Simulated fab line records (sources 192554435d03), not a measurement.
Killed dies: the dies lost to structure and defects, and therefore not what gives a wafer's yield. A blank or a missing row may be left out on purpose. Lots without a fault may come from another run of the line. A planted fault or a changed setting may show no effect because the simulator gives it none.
fab line records	flow n5_finfet	part 1 of 2: steps 1 to 30 of 40
record: lots: 5	wafers: 15	last_day: 17
route steps=1938 shown STI_FIN_REVEAL@194 DUMMY_GATE@212
lots that met no fault: from a run of the same line without faults
start_h: start of the lot's first displayed wafer, in hours after the record's first day	wait_h: hours elapsed since this lot's preceding step	" repeats the value in the row above	L1.1+2: one row covering several wafers at once	- either no value or no given start	* or withheld: withheld	< > ~ a bound
route shown NAME@n: names a module that has steps shown in the file, with the first one's number in the route	usual: mean and standard deviation over wafers with no fault	same: alike in all rows	chamber/n: place in a boat	sites: readings site by site	_std_site: the standard deviation of these	_edge_site: outer sites' mean less inner sites'	radius_mm: for every site, how far away it sits from the centre of the wafer	mask NAME#n: copy n	behind: the last tool/chamber to shape the wafer	hold: what put the lot on hold/how long, in hours/how the hold closed	device: whichever transistor did not switch (one of n, p or np)	end of line: the route-end tests of the same wafers	a step given without rows: its recipe and nothing more	killed: not the wafer's yield, but the dies lost to structure and defects at the first sort	map: the dies of a wafer, with x for killed, . for not killed, _ for no die there
set.NAME: setting as actually run; set.NAME@STEP: the setting as run at that earlier step	model.NAME: the simulator's own value behind a step, which no gauge read
a table for each step, a row for each wafer; lots at some steps of the route
services: when a tool's chamber went out of use (start_h, in hours from the record's first day, below 0 if earlier), for how many hours, and the reason
== steps ==
step: N5_STI_FIN_REVEAL_PRECLEAN_29
recipe: chemistry: DHF	time_s: 30	temp_c: 25	dilution: 300:1
lot.wafer	tool	chamber	start_h	wait_h
L082.2+4+5	wet_bench-06	6,3,1	81.65	0.0
L091.1+2+5	wet_bench-03	3,5,7	135.52	0.0
L093.1+2+3	wet_bench-06	5,1,4	149.28	0.0
L094.1+5+6	wet_bench-06	6,7,0	154.41	0.0
L097.2+4+6	wet_bench-06	1,6,7	171.79	0.0
step: N5_STI_FIN_REVEAL_SRD_12
recipe: time_s: 30	temp_c: 23	rinse_liquid: diw	dry: ipa_marangoni
lot.wafer	tool	chamber	start_h	wait_h
L082.2+4+5	wet_bench-06	6,3,1	81.66	0.0
L091.1+2+5	wet_bench-03	3,5,7	135.53	0.0
L093.1+2+3	wet_bench-06	5,1,4	149.29	0.0
L094.1+5+6	wet_bench-06	6,7,0	154.41	0.0
L097.2+4+6	wet_bench-06	1,6,7	171.80	0.0
step: N5_STI_FIN_REVEAL_RECESS_09
recipe: chemistry: HF/NH3	target: SiO2	afs_cycles: 11	target_depth_a: 425	temp_c: 30	sublimation_temp_c: 180	sublimation_time_s: 60
usual: drypump_motor_current_A: 5.49/0.24
lot.wafer	tool	chamber	start_h	wait_h	drypump_motor_current_A
L082.2	vapor_etch-01	1	81.70	0.0	5.46
L082.4	"	0	"	"	5.32
L082.5	"	1	"	"	5.48
L091.1	vapor_etch-01	0	135.57	0.0	5.34
L091.2	"	1	"	"	5.50
L091.5	"	0	136.63	1.1	5.33
L093.1	vapor_etch-01	0	149.33	0.0	5.34
L093.2	"	1	"	"	5.47
L093.3	"	0	"	"	5.33
L094.1	vapor_etch-02	1	154.46	0.0	5.32
L094.5	"	1	155.52	1.1	5.30
L094.6	"	0	"	"	5.94
L097.2	vapor_etch-01	0	171.84	0.0	5.33
L097.4	"	1	"	"	5.48
L097.6	"	0	"	"	5.33
step: N5_STI_FIN_REVEAL_STRIP_16
recipe: chemistry: H3PO4	material: SiNx	temp_c: 165	target_depth_a: 238	overetch_fraction: 0.4964	dry: ipa_marangoni
lot.wafer	tool	chamber	start_h	wait_h
L082.2+4+5	wet_bench-06	3,2,0	83.32	1.1
L091.1+2+5	wet_bench-03	5,1,0	137.19	1.1
L093.1+2+3	wet_bench-03	3,1,4	150.95	1.1
L094.1+5+6	wet_bench-03	3,0,4	156.07	1.1
L097.2+4+6	wet_bench-05	2,0,4	173.46	1.1
step: N5_STI_FIN_REVEAL_PRECLEAN_17
recipe: chemistry: NF3:NH3	afs_cycles: 1	temp_c: 30	time_s: 20	sublimation_temp_c: 180	sublimation_time_s: 60	pressure_torr: 3	rf_power_w: 30
lot.wafer	tool	chamber	start_h	wait_h
L082.2+4+5	remote_plasma-02	0	83.64	0.1
L091.1+2+5	remote_plasma-02	0	137.46	0.0
L093.1+2+3	remote_plasma-02	1	151.24	0.0
L094.1+5+6	remote_plasma-01	0	156.37	0.0
L097.2+4+6	remote_plasma-01	1	173.76	0.1
step: N5_STI_FIN_REVEAL_ETCH_34
recipe: chemistry: H2	mode: isotropic	material: Si	target: Si	target_depth_a: 9.7	temp_c: 20	pressure_mtorr: 4.5	icp_w: 300	bias_w: 0	h2_flow_sccm: 7.5	he_flow_sccm: 142.5
usual: drypump_motor_current_A: 5.9/0.55	oes_product_au: 1.000/0.02	throttle_valve_pct: 25.6/0.49
same: bias_w: 0
lot.wafer	tool	chamber	start_h	wait_h	drypump_motor_current_A	oes_product_au	rf_hours_counter_h	throttle_valve_pct
L082.2	rie_si-03	1	83.81	0.1	5.5	1.015	69	25.5
L082.4	"	3	"	"	5.4	1.024	62	24.6
L082.5	"	0	"	"	5.2	0.968	-	25.4
L091.1	rie_si-03	3	137.66	0.2	5.4	1.024	63	24.6
L091.2	"	1	"	"	5.5	1.003	70	25.5
L091.5	"	2	"	"	6.7	1.020	-	26.0
L093.1	rie_si-02	3	151.44	0.2	5.0	0.985	70	25.9
L093.2	"	1	"	"	6.3	1.007	4	25.2
L093.3	"	0	"	"	5.8	0.984	133	25.9
L094.1	rie_si-01	1	156.57	0.2	6.4	1.007	154	26.7
L094.5	"	3	"	"	6.5	1.023	-	25.4
L094.6	"	2	"	"	6.2	1.027	-	25.8
L097.2	rie_si-03	2	173.93	0.1	6.7	1.019	156	26.0
L097.4	"	0	"	"	5.2	1.047	0	24.9
L097.6	"	3	"	"	5.4	1.022	-	24.7
step: N5_STI_FIN_REVEAL_OXIDATION_31
recipe: chemistry: O2_PLASMA_REMOTE	temp_c: 150	time_s: 20	pressure_mtorr: 1000	source_power_w: 2000	o2_flow_sccm: 3000
usual: drypump_motor_current_A: 5.7/0.36	heater_power_w: 151/15
lot.wafer	tool	chamber	start_h	wait_h	drypump_motor_current_A	heater_power_w	rf_hours_counter_h
L082.2	plasma_asher-01	0	83.87	0.0	5.2	158	97
L082.4	"	0	"	"	5.2	159	-
L082.5	"	1	"	"	6.2	140	-
L091.1	plasma_asher-01	0	137.72	0.0	5.2	155	107
L091.2	"	1	"	"	6.2	136	107
L091.5	"	0	"	"	5.2	152	-
L093.1	plasma_asher-02	0	151.51	0.0	5.9	137	44
L093.2	"	1	"	"	5.6	171	44
L093.3	"	1	"	"	5.6	169	-
L094.1	plasma_asher-01	1	156.63	0.0	6.2	136	112
L094.5	"	1	"	"	6.2	137	-
L094.6	"	0	"	"	5.2	161	-
L097.2	plasma_asher-02	1	173.99	0.0	5.6	169	47
L097.4	"	0	"	"	5.9	141	-
L097.6	"	0	"	"	5.9	137	-
step: N5_STI_FIN_REVEAL_PRECLEAN_32
recipe: chemistry: NF3:NH3	afs_cycles: 1	temp_c: 30	time_s: 20	sublimation_temp_c: 180	sublimation_time_s: 60	pressure_torr: 3	rf_power_w: 30
lot.wafer	tool	chamber	start_h	wait_h
L082.2+4+5	remote_plasma-01	0	83.99	0.1
L091.1+2+5	remote_plasma-02	1	137.81	0.1
L093.1+2+3	remote_plasma-02	1	151.59	0.1
L094.1+5+6	remote_plasma-02	0	156.72	0.1
L097.2+4+6	remote_plasma-02	0	174.11	0.1
step: N5_STI_FIN_REVEAL_STRIP_35
recipe: chemistry: H3PO4	material: Si3N4	temp_c: 165	target_depth_a: 40	time_s: 39
lot.wafer	tool	chamber	start_h	wait_h
L082.2+4+5	wet_bench-06	2,4,3	84.17	0.2
L091.1+2+5	wet_bench-03	6,0,7	138.02	0.2
L093.1+2+3	wet_bench-03	1,7,0	151.80	0.2
L094.1+5+6	wet_bench-05	6,2,5	156.93	0.2
L097.2+4+6	wet_bench-06	6,4,7	174.29	0.2
step: N5_STI_FIN_REVEAL_SRD_21
recipe: dry: ipa_marangoni	time_s: 30	temp_c: 23	rinse_liquid: diw
lot.wafer	tool	chamber	start_h	wait_h
L082.2+4+5	wet_bench-06	2,4,3	84.18	0.0
L091.1+2+5	wet_bench-03	6,0,7	138.03	0.0
L093.1+2+3	wet_bench-03	1,7,0	151.81	0.0
L094.1+5+6	wet_bench-05	6,2,5	156.95	0.0
L097.2+4+6	wet_bench-06	6,4,7	174.30	0.0
step: N5_STI_FIN_REVEAL_OXIDATION_33
recipe: chemistry: O2_PLASMA_REMOTE	temp_c: 150	time_s: 20	pressure_mtorr: 1000	source_power_w: 2000	o2_flow_sccm: 3000
usual: drypump_motor_current_A: 5.7/0.4	heater_power_w: 151/14
lot.wafer	tool	chamber	start_h	wait_h	drypump_motor_current_A	heater_power_w	rf_hours_counter_h
L082.2	plasma_asher-02	0	84.23	0.0	5.9	136	30
L082.4	"	0	"	"	5.9	138	-
L082.5	"	0	"	"	5.9	138	-
L091.1	plasma_asher-01	0	138.07	0.0	5.2	156	107
L091.2	"	1	"	"	6.2	138	107
L091.5	"	0	"	"	5.2	158	-
L093.1	plasma_asher-02	0	151.86	0.0	5.9	137	44
L093.2	"	1	"	"	5.6	177	44
L093.3	"	0	"	"	5.9	138	-
L094.1	plasma_asher-02	0	157.01	0.0	5.9	139	45
L094.5	"	0	"	"	5.9	137	-
L094.6	"	1	"	"	5.6	173	-
L097.2	plasma_asher-02	0	174.34	0.0	5.9	135	47
L097.4	"	1	"	"	5.6	174	-
L097.6	"	0	"	"	5.9	138	-
step: N5_STI_FIN_REVEAL_CLEAN_19
recipe: chemistry: O3/DIW	temp_c: 25	time_s: 120	o3_ppm: 10
lot.wafer	tool	chamber	start_h	wait_h
L082.2+4+5	wet_bench-06	1,7,2	84.32	0.1
L091.1+2+5	wet_bench-06	5,7,4	138.16	0.1
L093.1+2+3	wet_bench-06	5,4,2	151.95	0.1
L094.1+5+6	wet_bench-05	3,6,7	157.10	0.1
L097.2+4+6	wet_bench-05	6,0,5	174.43	0.1
step: N5_STI_FIN_REVEAL_SRD_23
recipe: dry: ipa_marangoni	time_s: 30	temp_c: 23	rinse_liquid: diw
lot.wafer	tool	chamber	start_h	wait_h
L082.2+4+5	wet_bench-06	1,7,2	84.36	0.0
L091.1+2+5	wet_bench-06	5,7,4	138.20	0.0
L093.1+2+3	wet_bench-06	5,4,2	151.98	0.0
L094.1+5+6	wet_bench-05	3,6,7	157.17	0.0
L097.2+4+6	wet_bench-05	6,0,5	174.47	0.0
step: N5_STI_FIN_REVEAL_CD_MEAS_22
recipe: target_cd_nm: 6.238	pitch_nm: 28	polarity: line
usual: cd_nm: 6.32/0.25
lot.wafer	tool	chamber	start_h	wait_h	cd_nm
L082.2	cd_sem-01	-	84.40	0.0	6.12
L082.4	"	-	"	"	6.36
L082.5	"	-	"	"	5.97
L091.1	cd_sem-01	-	138.24	0.0	6.34
L091.2	"	-	"	"	5.69
L091.5	"	-	"	"	6.28
L093.1	cd_sem-01	-	152.02	0.0	6.38
L093.2	"	-	"	"	6.39
L093.3	"	-	"	"	6.31
L094.1	cd_sem-01	-	157.23	0.0	6.53
L094.5	"	-	"	"	6.42
L094.6	"	-	"	"	6.05
L097.2	cd_sem-01	-	174.51	0.0	6.20
L097.4	"	-	"	"	6.25
L097.6	"	-	"	"	6.51
step: N5_STI_FIN_REVEAL_FIN_H_MEAS_10
usual: trench_depth_nm: 52.0/0.78
lot.wafer	tool	chamber	start_h	wait_h	trench_depth_nm
L082.2	ocd-01	-	84.43	0.0	51.3
L082.4	"	-	"	"	51.5
L082.5	"	-	"	"	51.5
L091.1	ocd-02	-	138.27	0.0	52.3
L091.2	"	-	"	"	52.3
L091.5	"	-	"	"	52.2
L093.1	ocd-01	-	152.05	0.0	51.8
L093.2	"	-	"	"	51.3
L093.3	"	-	"	"	51.3
L094.1	ocd-02	-	157.26	0.0	53.1
L094.5	"	-	"	"	52.5
L094.6	"	-	"	"	52.7
L097.2	ocd-01	-	174.54	0.0	53.0
L097.4	"	-	"	"	51.8
L097.6	"	-	"	"	51.8
step: N5_STI_FIN_REVEAL_PRECLEAN_18
recipe: chemistry: SC2	time_s: 45	temp_c: 35	mix: 1:1:50
lot.wafer	tool	chamber	start_h	wait_h
L082.2+4+5	wet_bench-05	3,4,1	84.46	0.0
L091.1+2+5	wet_bench-05	2,5,0	138.30	0.0
L093.1+2+3	wet_bench-03	0,7,3	152.09	0.0
L094.1+5+6	wet_bench-06	3,4,0	157.29	0.0
L097.2+4+6	wet_bench-03	5,4,2	174.57	0.0
step: N5_STI_FIN_REVEAL_SRD_28
recipe: dry: ipa_marangoni	time_s: 30	temp_c: 23	rinse_liquid: diw
lot.wafer	tool	chamber	start_h	wait_h
L082.2+4+5	wet_bench-05	3,4,1	84.48	0.0
L091.1+2+5	wet_bench-05	2,5,0	138.31	0.0
L093.1+2+3	wet_bench-03	0,7,3	152.10	0.0
L094.1+5+6	wet_bench-06	3,4,0	157.31	0.0
L097.2+4+6	wet_bench-03	5,4,2	174.58	0.0
step: N5_STI_FIN_REVEAL_INSPECT_13
recipe: inspect_instrument: darkfield	mode: post_clean
usual: raw_defect_count: 11/4.8
lot.wafer	tool	chamber	start_h	wait_h	raw_defect_count
L082.2	defect_inspect-01	-	84.52	0.0	7
L082.4	"	-	"	"	7
L082.5	"	-	"	"	3
L091.1	defect_inspect-01	-	138.35	0.0	5
L091.2	"	-	"	"	5
L091.5	"	-	"	"	4
L093.1	defect_inspect-01	-	152.14	0.0	9
L093.2	"	-	"	"	12
L093.3	"	-	"	"	11
L094.1	defect_inspect-02	-	157.35	0.0	12
L094.5	"	-	"	"	7
L094.6	"	-	"	"	10
L097.2	defect_inspect-01	-	174.63	0.0	10
L097.4	"	-	"	"	12
L097.6	"	-	"	"	9
step: N5_DUMMY_GATE_PRECLEAN_00
recipe: chemistry: O3/DIW	time_s: 60	temp_c: 22	o3_ppm: 10
lot.wafer	tool	chamber	start_h	wait_h
L082.2+4+5	wet_bench-02	3,7,0	84.55	0.0
L091.1+2+5	wet_bench-02	5,3,4	138.38	0.0
L093.1+2+3	wet_bench-02	2,7,5	152.17	0.0
L094.1+5+6	wet_bench-02	1,0,3	157.38	0.0
L097.2+4+6	wet_bench-02	6,2,4	174.65	0.0
step: N5_DUMMY_GATE_SRD_01
recipe: time_s: 30	temp_c: 23	rinse_liquid: diw	dry: ipa_marangoni
lot.wafer	tool	chamber	start_h	wait_h
L082.2+4+5	wet_bench-02	3,7,0	84.57	0.0
L091.1+2+5	wet_bench-02	5,3,4	138.40	0.0
L093.1+2+3	wet_bench-02	2,7,5	152.19	0.0
L094.1+5+6	wet_bench-02	1,0,3	157.40	0.0
L097.2+4+6	wet_bench-02	6,2,4	174.67	0.0
step: N5_DUMMY_GATE_ALD_02
recipe: material: SiO2	target_thk_a: 20	temp_c: 300	ald_precursor_family: BDEAS	ald_co_reactant: O2-plasma	pulse_time_s: 1	pressure_torr: 2
usual: heater_power_w: 498/73	precursor_pulse_height_rel: 1.001/0.019
lot.wafer	tool	chamber	start_h	wait_h	heater_power_w	precursor_pulse_height_rel
L082.2	ald_sin-04	1	84.77	0.2	447	1.002
L082.4	"	0	"	"	399	0.988
L082.5	"	0	"	"	401	1.011
L091.1	ald_sin-01	2	138.49	0.1	565	1.015
L091.2	"	3	"	"	485	1.005
L091.5	"	3	"	"	505	0.966
L093.1	ald_sin-04	0	152.25	0.0	398	0.967
L093.2	"	2	"	"	530	1.004
L093.3	"	3	"	"	611	1.006
L094.1	ald_sin-04	3	157.79	0.4	614	1.005
L094.5	"	2	"	"	519	1.014
L094.6	"	3	"	"	618	0.988
L097.2	ald_sin-04	3	174.72	0.0	598	0.988
L097.4	"	1	"	"	453	1.003
L097.6	"	3	"	"	608	1.018
step: N5_DUMMY_GATE_CVD_03
recipe: material: a-Si	target_thk_a: 1500	temp_c: 530	precursor: SiH4	time_s: 8042
usual: spike_tc_top_C: 553.3/2.1	spike_tc_upper_C: 529.5/0.89
lot.wafer	tool	chamber	start_h	wait_h	spike_tc_top_C	spike_tc_upper_C
L082.2	lpcvd-01	0/95	84.87	0.1	554.6	528.4
L082.4	"	0/104	"	"	554.6	528.4
L082.5	"	0/109	"	"	554.6	528.4
L091.1	lpcvd-02	0/90	138.59	0.1	555.9	529.3
L091.2	"	0/95	"	"	555.9	529.3
L091.5	"	0/109	"	"	555.9	529.3
L093.1	lpcvd-02	1/65	152.36	0.1	551.5	529.2
L093.2	"	1/70	"	"	551.5	529.2
L093.3	"	1/75	"	"	551.5	529.2
L094.1	lpcvd-02	1/40	157.90	0.1	551.2	529.4
L094.5	"	1/59	"	"	551.2	529.4
L094.6	"	1/64	"	"	551.2	529.4
L097.2	lpcvd-02	1/70	174.83	0.1	552.0	528.3
L097.4	"	1/79	"	"	552.0	528.3
L097.6	"	1/89	"	"	552.0	528.3
step: N5_DUMMY_GATE_PRECLEAN_46
recipe: chemistry: DIW	time_s: 89.5	temp_c: 23
lot.wafer	tool	chamber	start_h	wait_h
L082.2+4+5	wet_bench-02	7,4,2	88.55	0.0
L091.1+2+5	wet_bench-01	2,7,0	142.27	0.0
L093.1+2+3	wet_bench-04	0,6,4	156.05	0.0
L094.1+5+6	wet_bench-01	0,2,3	161.58	0.0
L097.2+4+6	wet_bench-01	6,0,1	178.50	0.0
step: N5_DUMMY_GATE_SRD_47
recipe: dry_time_s: 32	dry: n2_spin	spin_rpm: 1500
lot.wafer	tool	chamber	start_h	wait_h
L082.2+4+5	wet_bench-02	7,4,2	88.57	0.0
L091.1+2+5	wet_bench-01	2,7,0	142.30	0.0
L093.1+2+3	wet_bench-04	0,6,4	156.10	0.0
L094.1+5+6	wet_bench-01	0,2,3	161.60	0.0
L097.2+4+6	wet_bench-01	6,0,1	178.53	0.0
step: N5_DUMMY_GATE_CMP_04
recipe: material: a-Si	post_cmp_clean: alkaline_brush
usual: motor_current_A: 10.1/0.88	pad_life_wafers: 822/510	time_to_endpoint_s: 13.9/2.8
lot.wafer	tool	chamber	start_h	wait_h	motor_current_A	pad_life_wafers	time_to_endpoint_s
L082.4	cmp-04	2	88.61	0.0	9.6	666	14.5
L082.2	"	0	"	"	8.7	668	15.5
L082.5	"	2	"	"	9.6	-	12.0
L091.1	cmp-03	1	142.45	0.1	9.2	823	13.8
L091.2	"	2	"	"	10.7	824	14.8
L091.5	"	0	"	"	10.4	-	19.2
L093.2	cmp-03	2	156.14	0.0	10.9	942	9.8
L093.3	"	3	"	"	9.9	943	8.1
L093.1	"	0	"	"	10.9	944	15.6
L094.1	cmp-03	3	161.64	0.0	9.8	996	13.0
L094.5	"	3	"	"	9.3	-	11.0
L094.6	"	0	"	"	10.8	-	16.5
L097.2	cmp-04	3	178.56	0.0	12.0	1380	15.3
L097.4	"	2	"	"	9.6	1383	13.8
L097.6	"	3	"	"	11.3	-	17.3
step: N5_DUMMY_GATE_THK_MEAS_05
usual: thk_nm: 72.0/1.3
lot.wafer	tool	chamber	start_h	wait_h	thk_nm
L082.2	film_metro-02	-	88.85	0.1	70.0
L082.4	"	-	"	"	70.5
L082.5	"	-	"	"	69.1
L091.1	film_metro-01	-	142.66	0.2	72.3
L091.2	"	-	"	"	70.1
L091.5	"	-	"	"	74.0
L093.1	film_metro-02	-	156.38	0.1	73.7
L093.2	"	-	"	"	71.8
L093.3	"	-	"	"	71.4
L094.1	film_metro-01	-	161.88	0.2	70.2
L094.5	"	-	"	"	71.6
L094.6	"	-	"	"	73.8
L097.2	film_metro-01	-	178.81	0.2	72.2
L097.4	"	-	"	"	71.2
L097.6	"	-	"	"	73.3
step: N5_DUMMY_GATE_HM_DEP_06
recipe: material: SiNx	target_thk_a: 800	precursor: DCS/NH3	temp_c: 700	pressure_mtorr: 300	time_s: 5141
usual: spike_tc_top_C: 715.8/2.2	spike_tc_upper_C: 700.0/1.2
lot.wafer	tool	chamber	start_h	wait_h	spike_tc_top_C	spike_tc_upper_C
L082.2	lpcvd-02	0/95	88.87	0.0	718.7	699.8
L082.4	"	0/104	"	"	718.7	699.8
L082.5	"	0/109	"	"	718.7	699.8
L091.1	lpcvd-01	0/40	142.68	0.0	718.1	698.7
L091.2	"	0/45	"	"	718.1	698.7
L091.5	"	0/59	"	"	718.1	698.7
L093.1	lpcvd-01	0/15	156.41	0.0	718.1	697.7
L093.2	"	0/20	"	"	718.1	697.7
L093.3	"	0/25	"	"	718.1	697.7
L094.1	lpcvd-01	1/65	161.90	0.0	713.2	701.2
L094.5	"	1/84	"	"	713.2	701.2
L094.6	"	1/89	"	"	713.2	701.2
L097.2	lpcvd-01	1/95	178.84	0.0	713.8	700.8
L097.4	"	1/104	"	"	713.8	700.8
L097.6	"	1/114	"	"	713.8	700.8
step: N5_DUMMY_GATE_PECVD_30
recipe: material: SiO2	target_thk_a: 550	temp_c: 400	precursor: TEOS/O2	pressure_torr: 6.5	rf_w: withheld	teos_flow_sccm: withheld	gas: O2	flow_sccm: 2650	time_s: 10.8
lot.wafer	tool	chamber	start_h	wait_h
L082.2+4+5	pecvd-02	2,2,1	92.83	0.0
L091.1+2+5	pecvd-01	1,2,2	146.63	0.0
L093.1+2+3	pecvd-04	1,2,0	160.35	0.0
L094.1+5+6	pecvd-02	0,0,2	165.88	0.1
L097.2+4+6	pecvd-02	1,2,1	182.79	0.0
step: N5_DUMMY_GATE_COAT_34
recipe: resist: SOC	temp_c: 250	time_s: 60	spin_rpm: 1500	resist_thk_nm: 60
usual: resist_line_temp_C: 22.98/0.11
lot.wafer	tool	chamber	start_h	wait_h	resist_line_temp_C
L082.2	litho_track-03	0	92.89	0.0	23.09
L082.4	"	0	"	"	23.18
L082.5	"	0	"	"	23.13
L091.1	litho_track-02	0	146.68	0.0	22.87
L091.2	"	0	"	"	22.94
L091.5	"	0	"	"	22.99
L093.1	litho_track-02	0	160.41	0.0	23.03
L093.2	"	0	"	"	23.12
L093.3	"	0	"	"	22.91
L094.1	litho_track-01	0	165.94	0.0	22.96
L094.5	"	0	"	"	22.96
L094.6	"	0	"	"	23.03
L097.2	litho_track-01	0	182.85	0.0	22.85
L097.4	"	0	"	"	23.03
L097.6	"	0	"	"	23.00
step: N5_DUMMY_GATE_COAT_35
recipe: resist: SiARC	temp_c: 220	time_s: 60	spin_rpm: 1500	resist_thk_nm: 10
usual: resist_line_temp_C: 23.00/0.093
lot.wafer	tool	chamber	start_h	wait_h	resist_line_temp_C
L082.2	litho_track-03	0	-	-	23.00
L082.4	"	0	"	"	23.03
L082.5	"	0	"	"	23.04
L091.1	litho_track-02	0	-	-	23.03
L091.2	"	0	"	"	23.07
L091.5	"	0	"	"	22.90
L093.1	litho_track-02	0	-	-	22.89
L093.2	"	0	"	"	22.75
L093.3	"	0	"	"	22.97
L094.1	litho_track-01	0	-	-	23.16
L094.5	"	0	"	"	22.83
L094.6	"	0	"	"	23.00
L097.2	litho_track-01	0	-	-	22.82
L097.4	"	0	"	"	22.98
L097.6	"	0	"	"	22.98
